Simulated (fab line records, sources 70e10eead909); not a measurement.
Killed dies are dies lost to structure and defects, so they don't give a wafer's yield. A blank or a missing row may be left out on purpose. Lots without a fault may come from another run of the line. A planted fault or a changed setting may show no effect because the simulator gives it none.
fab line records | flow nand_harc | part 1 of 2: steps 1 to 30 of 37
record lots=5 wafers=15 last_day=32
route steps=1302 shown P_GATE@111
lots that met no fault: from a run of the same line without faults
start_h: hours from the record's first day to the start of the lot's first wafer shown | wait_h: hours since the lot's step before | " the same as in the row above | L1.1+2: a row that stands for several wafers | - no value, or no start given | * or withheld: withheld | < > ~ a bound
route shown NAME@n: a module of which the file shows steps, and the number in the route of the first | usual: mean/standard deviation of fault-free wafers | same: alike in all rows | chamber/n: place in a boat | sites: the reading at each site | _std_site: their standard deviation | _edge_site: outer sites' mean less inner sites' | radius_mm: how far each site lies from the wafer's centre | mask NAME#n: copy n | behind: the tool/chamber that last shaped the wafer | hold: why the lot was held/for how many hours/how that ended | device: the transistor (n, p or np) that didn't switch | end of line: the same wafers' tests at the end of the route | a step without rows: its recipe alone | killed: dies lost to structure and defects at the first sort, not the wafer's yield | map: a wafer's dies, x killed, . not, _ none there
set.NAME: the setting as run; set.NAME@STEP: as run at that earlier step | model.NAME: the simulator's own value behind a step, which no gauge read
lots at some steps of the route; a table a step, a row a wafer
services: from which hour (start_h, from the record's first day; less than 0 if before it) a tool's chamber was out of use, for how many hours, and why
## steps
# step NHARC_P_GATE_PRECLEAN_70
# recipe time_s=* temp_c=50 bath_age_min=0 chemistry=SC1
# same time_s=*
# columns lot.wafer tool chamber start_h wait_h
L074.4+2+3 wet_bench-06 4,5,7 73.09 0.1
L078.2+6+5 wet_bench-04 6,1,2 110.27 0.1
L084.2+1+4 wet_bench-06 6,0,3 182.52 0.1
L092.4+3+6 wet_bench-04 6,1,2 257.46 0.1
L096.1+6+5 wet_bench-06 0,1,2 289.13 0.1
# step NHARC_P_GATE_SRD_01
# columns lot.wafer tool chamber start_h wait_h
L074.4+2+3 wet_bench-06 4,5,7 - -
L078.2+6+5 wet_bench-04 6,1,2 - -
L084.2+1+4 wet_bench-06 6,0,3 - -
L092.4+3+6 wet_bench-04 6,1,2 - -
L096.1+6+5 wet_bench-06 0,1,2 - -
# step NHARC_P_GATE_OXIDE_02
# recipe target_thk_a=375 temp_c=950 p_h2o_torr=720 ox_time_s=365 material=SiO2
# same ox_time_s=365
# columns lot.wafer tool chamber start_h wait_h
L074.2+3+4 furnace-01 0 76.44 -
L078.2+5+6 furnace-06 0 113.84 -
L084.1+2+4 furnace-01 0 185.86 -
L092.3+4+6 furnace-01 0 260.81 -
L096.1+5+6 furnace-08 0 293.39 -
# step NHARC_P_GATE_DEHYDRATE_03
# recipe temp_c=150 time_s=120
# usual chill_plate_temp_C=23.01/0.099
# same time_s=120
# columns lot.wafer tool chamber start_h wait_h chill_plate_temp_C
L074.2 litho_track-05 0 81.06 0.4 23.00
L074.3 " 0 " " 23.18
L074.4 " 0 " " 22.91
L078.2 litho_track-07 0 118.44 0.4 22.99
L078.5 " 0 " " 22.86
L078.6 " 0 " " 22.90
L084.1 litho_track-07 0 190.41 0.4 22.99
L084.2 " 0 " " 22.97
L084.4 " 0 " " 22.96
L092.3 litho_track-02 0 265.47 0.4 23.08
L092.4 " 0 " " 23.10
L092.6 " 0 " " 23.04
L096.1 litho_track-07 0 297.98 0.4 23.09
L096.5 " 0 " " 23.23
L096.6 " 0 " " 23.10
# step NHARC_P_GATE_HMDS_04
# recipe time_s=30
# usual chill_plate_temp_C=22.99/0.12
# same time_s=30
# columns lot.wafer tool chamber start_h wait_h chill_plate_temp_C
L074.2 litho_track-05 0 - - 23.03
L074.3 " 0 " " 23.07
L074.4 " 0 " " 23.23
L078.2 litho_track-07 0 - - 22.99
L078.5 " 0 " " 23.11
L078.6 " 0 " " 23.19
L084.1 litho_track-07 0 - - 23.02
L084.2 " 0 " " 23.12
L084.4 " 0 " " 23.09
L092.3 litho_track-02 0 - - 22.72
L092.4 " 0 " " 22.89
L092.6 " 0 " " 22.86
L096.1 litho_track-07 0 - - 22.99
L096.5 " 0 " " 22.92
L096.6 " 0 " " 22.99
# step NHARC_P_GATE_COAT_05
# recipe spin_rpm=4690
# usual chill_plate_temp_C=23.01/0.091
# columns lot.wafer tool chamber start_h wait_h chill_plate_temp_C
L074.2 litho_track-05 0 - - 22.98
L074.3 " 0 " " 22.97
L074.4 " 0 " " 23.07
L078.2 litho_track-07 0 - - 23.02
L078.5 " 0 " " 23.10
L078.6 " 0 " " 23.15
L084.1 litho_track-07 0 - - 23.07
L084.2 " 0 " " 23.10
L084.4 " 0 " " 23.01
L092.3 litho_track-02 0 - - 23.00
L092.4 " 0 " " 22.98
L092.6 " 0 " " 22.89
L096.1 litho_track-07 0 - - 22.93
L096.5 " 0 " " 23.18
L096.6 " 0 " " 23.02
# step NHARC_P_GATE_SOFTBAKE_06
# recipe temp_c=122 time_s=95
# usual chill_plate_temp_C=23.01/0.12
# same time_s=95
# columns lot.wafer tool chamber start_h wait_h chill_plate_temp_C
L074.2 litho_track-05 0 - - 23.21
L074.3 " 0 " " 23.08
L074.4 " 0 " " 23.01
L078.2 litho_track-07 0 - - 23.02
L078.5 " 0 " " 23.12
L078.6 " 0 " " 23.16
L084.1 litho_track-07 0 - - 23.02
L084.2 " 0 " " 23.16
L084.4 " 0 " " 23.02
L092.3 litho_track-02 0 - - 23.18
L092.4 " 0 " " 23.18
L092.6 " 0 " " 23.14
L096.1 litho_track-07 0 - - 22.91
L096.5 " 0 " " 22.97
L096.6 " 0 " " 22.99
# step NHARC_P_GATE_EBR_07
# usual chill_plate_temp_C=23.02/0.1
# columns lot.wafer tool chamber start_h wait_h chill_plate_temp_C
L074.2 litho_track-05 0 - - 23.02
L074.3 " 0 " " 23.12
L074.4 " 0 " " 23.02
L078.2 litho_track-07 0 - - 23.09
L078.5 " 0 " " 23.06
L078.6 " 0 " " 23.10
L084.1 litho_track-07 0 - - 23.07
L084.2 " 0 " " 23.25
L084.4 " 0 " " 23.06
L092.3 litho_track-02 0 - - 22.82
L092.4 " 0 " " 22.88
L092.6 " 0 " " 23.02
L096.1 litho_track-07 0 - - 23.24
L096.5 " 0 " " 23.08
L096.6 " 0 " " 23.15
# step NHARC_P_GATE_EXPOSE_08
# recipe na=0.6 dose_mj=16.75 mask_id=P_HV
# usual exposure_dose_mJ_cm2=16.752/0.016
# columns lot.wafer tool chamber start_h wait_h mask exposure_dose_mJ_cm2
L074.2 krf_scanner-04 0 81.49 - P_HV#0 16.763
L074.3 " 0 " " P_HV#0 16.750
L074.4 " 0 " " P_HV#0 16.758
L078.2 krf_scanner-04 0 118.71 - P_HV#0 16.758
L078.5 " 0 " " P_HV#0 16.750
L078.6 " 0 " " P_HV#0 16.761
L084.1 krf_scanner-04 0 190.68 - P_HV#0 16.764
L084.2 " 0 " " P_HV#0 16.779
L084.4 " 0 " " P_HV#0 16.770
L092.3 krf_scanner-02 0 265.91 - P_HV#0 16.740
L092.4 " 0 " " P_HV#0 16.744
L092.6 " 0 " " P_HV#0 16.739
L096.1 krf_scanner-04 0 298.25 - P_HV#0 16.756
L096.5 " 0 " " P_HV#0 16.751
L096.6 " 0 " " P_HV#0 16.764
# step NHARC_P_GATE_PEB_09
# recipe peb_temp_c=118 peb_time_s=85
# usual chill_plate_temp_C=22.98/0.11
# same peb_time_s=85
# columns lot.wafer tool chamber start_h wait_h chill_plate_temp_C
L074.2 litho_track-02 0 81.55 0.1 22.92
L074.3 " 0 " " 22.81
L074.4 " 0 " " 22.99
L078.2 litho_track-02 0 118.77 0.1 22.88
L078.5 " 0 " " 22.79
L078.6 " 0 " " 23.00
L084.1 litho_track-05 0 190.75 0.1 22.89
L084.2 " 0 " " 22.85
L084.4 " 0 " " 22.90
L092.3 litho_track-02 0 265.96 0.1 23.03
L092.4 " 0 " " 22.98
L092.6 " 0 " " 23.03
L096.1 litho_track-05 0 298.32 0.1 23.26
L096.5 " 0 " " 23.08
L096.6 " 0 " " 23.11
# step NHARC_P_GATE_DEVELOP_10
# recipe time_s=70
# usual chill_plate_temp_C=22.97/0.11
# same time_s=70
# columns lot.wafer tool chamber start_h wait_h chill_plate_temp_C
L074.2 litho_track-02 0 - - 22.80
L074.3 " 0 " " 22.77
L074.4 " 0 " " 23.07
L078.2 litho_track-02 0 - - 22.89
L078.5 " 0 " " 22.89
L078.6 " 0 " " 22.96
L084.1 litho_track-05 0 - - 22.75
L084.2 " 0 " " 23.03
L084.4 " 0 " " 22.95
L092.3 litho_track-02 0 - - 22.96
L092.4 " 0 " " 22.86
L092.6 " 0 " " 22.99
L096.1 litho_track-05 0 - - 22.87
L096.5 " 0 " " 22.95
L096.6 " 0 " " 23.08
# step NHARC_P_GATE_CD_MEAS_11
# recipe target_cd_nm=1640 landing_energy_ev=500
# usual cd_nm=1640.0/2
# columns lot.wafer tool chamber start_h wait_h cd_nm
L074.2 cd_sem-02 0 81.64 - 1636.1
L074.3 " 0 " " 1640.3
L074.4 " 0 " " 1635.7
L078.2 cd_sem-02 0 118.87 - 1639.4
L078.5 " 0 " " 1640.6
L078.6 " 0 " " 1637.1
L084.1 cd_sem-02 0 190.84 - 1640.0
L084.2 " 0 " " 1640.2
L084.4 " 0 " " 1641.0
L092.3 cd_sem-02 0 266.06 - 1638.6
L092.4 " 0 " " 1636.7
L092.6 " 0 " " 1637.5
L096.1 cd_sem-02 0 298.41 - 1639.2
L096.5 " 0 " " 1639.9
L096.6 " 0 " " 1640.6
# step NHARC_P_GATE_HARDBAKE_12
# recipe temp_c=125 time_s=80
# usual chill_plate_temp_C=22.97/0.1
# same time_s=80
# columns lot.wafer tool chamber start_h wait_h chill_plate_temp_C
L074.2 litho_track-05 0 81.72 - 23.08
L074.3 " 0 " " 23.16
L074.4 " 0 " " 23.00
L078.2 litho_track-07 0 118.95 - 23.09
L078.5 " 0 " " 23.03
L078.6 " 0 " " 23.12
L084.1 litho_track-07 0 190.92 - 23.03
L084.2 " 0 " " 22.98
L084.4 " 0 " " 23.08
L092.3 litho_track-05 0 266.14 - 22.91
L092.4 " 0 " " 23.01
L092.6 " 0 " " 23.12
L096.1 litho_track-02 0 298.49 - 22.93
L096.5 " 0 " " 23.05
L096.6 " 0 " " 23.10
# step NHARC_P_GATE_DESCUM_13
# recipe time_s=3 o2_flow_sccm=200 ar_flow_sccm=0 bias_power_w=0 chemistry=O2
# usual drypump_motor_current_A=5.6/0.58 oes_product_au=1.002/0.011 rf_vpp_V=58.0/0.91 showerhead_plenum_p_Torr=1.95/0.078 throttle_valve_pct=11.310/0.01
# same time_s=3
# columns lot.wafer tool chamber start_h wait_h drypump_motor_current_A oes_product_au rf_hours_counter_h rf_vpp_V showerhead_plenum_p_Torr throttle_valve_pct
L074.3 rie_diel-07 1 81.80 - 5.1 1.006 4.5 58.8 1.89 11.325
L074.4 " 3 " " 6.5 1.012 8.6 58.2 1.88 11.327
L074.2 " 0 " " 6.7 1.005 7.9 57.2 1.90 11.332
L078.2 rie_diel-12 3 119.05 - 4.6 1.012 0.9 57.4 1.85 11.302
L078.6 " 1 " " 5.6 1.021 - 58.8 1.98 11.319
L078.5 " 2 " " 5.7 0.987 - 58.0 2.05 11.310
L084.1 rie_diel-12 1 191.00 - 5.6 1.020 5.1 57.7 1.98 11.309
L084.2 " 3 " " 4.6 1.014 4.3 58.4 1.85 11.289
L084.4 " 0 " " 5.0 1.012 5.5 58.5 2.06 11.286
L092.3 rie_diel-12 2 266.21 - 5.7 0.979 7.9 58.4 2.05 11.288
L092.4 " 3 " " 4.6 1.015 7.2 56.7 1.85 11.317
L092.6 " 2 " " 5.7 0.990 - 58.7 2.05 11.311
L096.1 rie_diel-05 2 298.58 - 5.2 0.982 4.7 58.8 1.93 11.314
L096.5 " 1 " " 5.6 1.007 - 55.8 1.82 11.306
L096.6 " 2 " " 5.2 0.995 - 59.1 1.94 11.289
# step NHARC_P_GATE_ETCH_14
# recipe target_depth_a=488 chemistry=dHF material=SiO2
# columns lot.wafer tool chamber start_h wait_h
L074.3+2+4 wet_bench-04 0,3,4 81.94 0.1
L078.5+6+2 wet_bench-02 7,0,1 119.18 0.1
L084.2+1+4 wet_bench-02 7,0,2 191.14 0.1
L092.3+4+6 wet_bench-06 5,6,7 266.35 0.1
L096.5+6+1 wet_bench-02 0,2,3 298.72 0.1
# step NHARC_P_GATE_STRIP_15
# recipe time_s=780 temp_c=130 chemistry=SPM
# same time_s=780
# columns lot.wafer tool chamber start_h wait_h
L074.3+2+4 wet_bench-04 0,3,4 81.98 0.0
L078.5+6+2 wet_bench-02 7,0,1 119.22 0.0
L084.2+1+4 wet_bench-02 7,0,2 191.18 0.0
L092.3+4+6 wet_bench-06 5,6,7 266.39 0.0
L096.5+6+1 wet_bench-02 0,2,3 298.76 0.0
# step NHARC_P_GATE_PRECLEAN_71
# recipe time_s=* temp_c=50 bath_age_min=0 chemistry=SC1
# same time_s=*
# columns lot.wafer tool chamber start_h wait_h
L074.3+2+4 wet_bench-04 0,3,4 - -
L078.5+6+2 wet_bench-02 7,0,1 - -
L084.2+1+4 wet_bench-02 7,0,2 - -
L092.3+4+6 wet_bench-06 5,6,7 - -
L096.5+6+1 wet_bench-02 0,2,3 - -
# step NHARC_P_GATE_SRD_72
# columns lot.wafer tool chamber start_h wait_h
L074.3+2+4 wet_bench-04 0,3,4 - -
L078.5+6+2 wet_bench-02 7,0,1 - -
L084.2+1+4 wet_bench-02 7,0,2 - -
L092.3+4+6 wet_bench-06 5,6,7 - -
L096.5+6+1 wet_bench-02 0,2,3 - -
# step NHARC_P_GATE_OXIDE_16
# recipe target_thk_a=30 temp_c=875 ox_time_s=392 material=SiO2
# same ox_time_s=392
# columns lot.wafer tool chamber start_h wait_h
L074.2+3+4 furnace-08 0 86.02 -
L078.2+5+6 furnace-01 0 122.76 -
L084.1+2+4 furnace-01 0 195.64 -
L092.3+4+6 furnace-01 0 269.79 -
L096.1+5+6 furnace-08 0 302.30 -
# step NHARC_P_GATE_CVD_17
# recipe target_thk_a=1500 temp_c=620 time_s=900 material=poly-Si
# same time_s=900
# columns lot.wafer tool chamber start_h wait_h
L074.2+3+4 lpcvd_poly-03 0 92.10 2.5
L078.2+5+6 lpcvd_poly-02 0 128.93 2.6
L084.1+2+4 lpcvd_poly-01 0 201.89 2.7
L092.3+4+6 lpcvd_poly-03 0 275.88 2.5
L096.1+5+6 lpcvd_poly-03 0 308.37 2.5
# step NHARC_P_GATE_HM_DEP_102
# recipe target_thk_a=1200 temp_c=400 material=aC
# usual throttle_valve_pct=34.999/0.0089
# columns lot.wafer tool chamber start_h wait_h throttle_valve_pct
L074.2 acl_dep-03 0 94.82 0.5 34.986
L074.3 " 0 " " 34.994
L074.4 " 0 " " 34.986
L078.2 acl_dep-01 0 133.55 2.4 34.990
L078.5 " 0 " " 35.004
L078.6 " 0 " " 35.005
L084.1 acl_dep-03 0 206.63 2.5 34.991
L084.2 " 0 " " 34.994
L084.4 " 0 " " 34.999
L092.3 acl_dep-01 0 278.82 0.7 35.004
L092.4 " 0 " " 35.000
L092.6 " 0 " " 35.008
L096.1 acl_dep-03 0 312.12 1.6 35.008
L096.5 " 0 " " 34.993
L096.6 " 0 " " 34.989
# step NHARC_P_GATE_DEP_103
# recipe target_thk_a=300 target_thk_nm=30 temp_c=400 flow_sccm=200 rf_w=350 material=SiON
# usual heater_power_w=749/89
# columns lot.wafer tool chamber start_h wait_h heater_power_w
L074.3 pecvd-01 0 95.41 0.4 726
L074.2 " 1 " " 744
L074.4 " 1 " " 731
L078.2 pecvd-02 0 134.11 0.5 882
L078.5 " 0 " " 885
L078.6 " 2 " " 840
L084.2 pecvd-04 0 207.30 0.5 709
L084.1 " 2 " " 739
L084.4 " 0 " " 698
L092.3 pecvd-02 2 279.33 0.4 812
L092.4 " 1 " " 722
L092.6 " 2 " " 792
L096.1 pecvd-02 2 312.84 0.6 864
L096.5 " 0 " " 801
L096.6 " 2 " " 861
# step NHARC_P_GATE_DEHYDRATE_18
# recipe temp_c=150 time_s=120
# usual chill_plate_temp_C=22.98/0.09
# same time_s=120
# columns lot.wafer tool chamber start_h wait_h chill_plate_temp_C
L074.2 litho_track-01 0 95.65 0.2 22.90
L074.3 " 0 " " 23.07
L074.4 " 0 " " 22.96
L078.2 litho_track-04 0 134.38 0.2 23.10
L078.5 " 0 " " 23.16
L078.6 " 0 " " 23.25
L084.1 litho_track-01 0 207.57 0.2 22.94
L084.2 " 0 " " 23.04
L084.4 " 0 " " 23.04
L092.3 litho_track-06 0 279.55 0.2 22.90
L092.4 " 0 " " 22.88
L092.6 " 0 " " 23.13
L096.1 litho_track-01 0 313.05 0.2 22.84
L096.5 " 0 " " 22.94
L096.6 " 0 " " 22.88
# step NHARC_P_GATE_HMDS_19
# recipe time_s=30
# usual chill_plate_temp_C=22.98/0.13
# same time_s=30
# columns lot.wafer tool chamber start_h wait_h chill_plate_temp_C
L074.2 litho_track-01 0 - - 22.92
L074.3 " 0 " " 22.89
L074.4 " 0 " " 22.75
L078.2 litho_track-04 0 - - 22.90
L078.5 " 0 " " 23.13
L078.6 " 0 " " 22.96
L084.1 litho_track-01 0 - - 23.01
L084.2 " 0 " " 22.76
L084.4 " 0 " " 22.75
L092.3 litho_track-06 0 - - 22.80
L092.4 " 0 " " 22.92
L092.6 " 0 " " 22.97
L096.1 litho_track-01 0 - - 23.03
L096.5 " 0 " " 23.08
L096.6 " 0 " " 23.19
# step NHARC_P_GATE_COAT_20
# recipe spin_rpm=1500 resist_thk_nm=90
# usual chill_plate_temp_C=23.01/0.11
# columns lot.wafer tool chamber start_h wait_h chill_plate_temp_C
L074.2 litho_track-01 0 - - 23.00
L074.3 " 0 " " 23.11
L074.4 " 0 " " 22.98
L078.2 litho_track-04 0 - - 23.12
L078.5 " 0 " " 23.19
L078.6 " 0 " " 23.13
L084.1 litho_track-01 0 - - 22.99
L084.2 " 0 " " 22.93
L084.4 " 0 " " 23.13
L092.3 litho_track-06 0 - - 22.77
L092.4 " 0 " " 22.96
L092.6 " 0 " " 23.08
L096.1 litho_track-01 0 - - 23.05
L096.5 " 0 " " 23.04
L096.6 " 0 " " 23.18
# step NHARC_P_GATE_SOFTBAKE_21
# recipe temp_c=105 time_s=55
# usual chill_plate_temp_C=23.00/0.089
# same time_s=55
# columns lot.wafer tool chamber start_h wait_h chill_plate_temp_C
L074.2 litho_track-01 0 - - 22.93
L074.3 " 0 " " 22.96
L074.4 " 0 " " 22.99
L078.2 litho_track-04 0 - - 22.99
L078.5 " 0 " " 22.89
L078.6 " 0 " " 22.91
L084.1 litho_track-01 0 - - 22.91
L084.2 " 0 " " 23.00
L084.4 " 0 " " 23.00
L092.3 litho_track-06 0 - - 23.08
L092.4 " 0 " " 23.08
L092.6 " 0 " " 23.19
L096.1 litho_track-01 0 - - 23.06
L096.5 " 0 " " 23.13
L096.6 " 0 " " 22.96
# step NHARC_P_GATE_EBR_22
# usual chill_plate_temp_C=23.02/0.12
# columns lot.wafer tool chamber start_h wait_h chill_plate_temp_C
L074.2 litho_track-01 0 - - 22.83
L074.3 " 0 " " 22.91
L074.4 " 0 " " 22.92
L078.2 litho_track-04 0 - - 22.97
L078.5 " 0 " " 22.92
L078.6 " 0 " " 22.95
L084.1 litho_track-01 0 - - 23.21
L084.2 " 0 " " 22.94
L084.4 " 0 " " 22.98
L092.3 litho_track-06 0 - - 22.81
L092.4 " 0 " " 22.87
L092.6 " 0 " " 22.83
L096.1 litho_track-01 0 - - 22.90
L096.5 " 0 " " 23.00
L096.6 " 0 " " 23.10
# step NHARC_P_GATE_EXPOSE_23
# recipe na=1.35 target_cd_nm=120 dose_mj=93.91 mask_id=P_GATE
# usual exposure_dose_mJ_cm2=93.89/0.11
# columns lot.wafer tool chamber start_h wait_h mask exposure_dose_mJ_cm2
L074.2 arfi_scanner-02 0 96.07 - P_GATE#0 93.77
L074.3 " 0 " " P_GATE#0 93.73
L074.4 " 0 " " P_GATE#0 93.90
L078.2 arfi_scanner-01 0 134.65 - P_GATE#0 93.92
L078.5 " 0 " " P_GATE#0 93.97
L078.6 " 0 " " P_GATE#0 94.00
L084.1 arfi_scanner-01 0 207.71 - P_GATE#0 93.87
L084.2 " 0 " " P_GATE#0 93.87
L084.4 " 0 " " P_GATE#0 93.94
L092.3 arfi_scanner-03 0 279.82 - P_GATE#0 93.89
L092.4 " 0 " " P_GATE#0 94.10
L092.6 " 0 " " P_GATE#0 93.99
L096.1 arfi_scanner-01 0 313.32 - P_GATE#0 93.84
L096.5 " 0 " " P_GATE#0 94.01
L096.6 " 0 " " P_GATE#0 93.98
# step NHARC_P_GATE_PEB_24
# recipe peb_temp_c=100 peb_time_s=65
# usual chill_plate_temp_C=23.01/0.1
# same peb_time_s=65
# columns lot.wafer tool chamber start_h wait_h chill_plate_temp_C
L074.2 litho_track-01 0 96.12 0.1 23.04
L074.3 " 0 " " 22.87
L074.4 " 0 " " 22.84
L078.2 litho_track-01 0 134.71 0.1 23.08
L078.5 " 0 " " 23.17
L078.6 " 0 " " 23.08
L084.1 litho_track-01 0 207.77 0.1 23.07
L084.2 " 0 " " 22.91
L084.4 " 0 " " 23.04
L092.3 litho_track-01 0 279.87 0.0 23.04
L092.4 " 0 " " 22.95
L092.6 " 0 " " 23.00
L096.1 litho_track-06 0 313.38 0.1 23.28
L096.5 " 0 " " 23.16
L096.6 " 0 " " 23.19
# step NHARC_P_GATE_DEVELOP_25
# recipe develop_time_s=35 dev_temp_c=23
# usual chill_plate_temp_C=23.00/0.11
# columns lot.wafer tool chamber start_h wait_h chill_plate_temp_C
L074.2 litho_track-01 0 - - 22.94
L074.3 " 0 " " 23.15
L074.4 " 0 " " 23.23
L078.2 litho_track-01 0 - - 22.88
L078.5 " 0 " " 22.99
L078.6 " 0 " " 22.94
L084.1 litho_track-01 0 - - 22.93
L084.2 " 0 " " 22.98
L084.4 " 0 " " 22.95
L092.3 litho_track-01 0 - - 22.98
L092.4 " 0 " " 22.96
L092.6 " 0 " " 23.06
L096.1 litho_track-06 0 - - 22.91
L096.5 " 0 " " 22.91
L096.6 " 0 " " 22.93
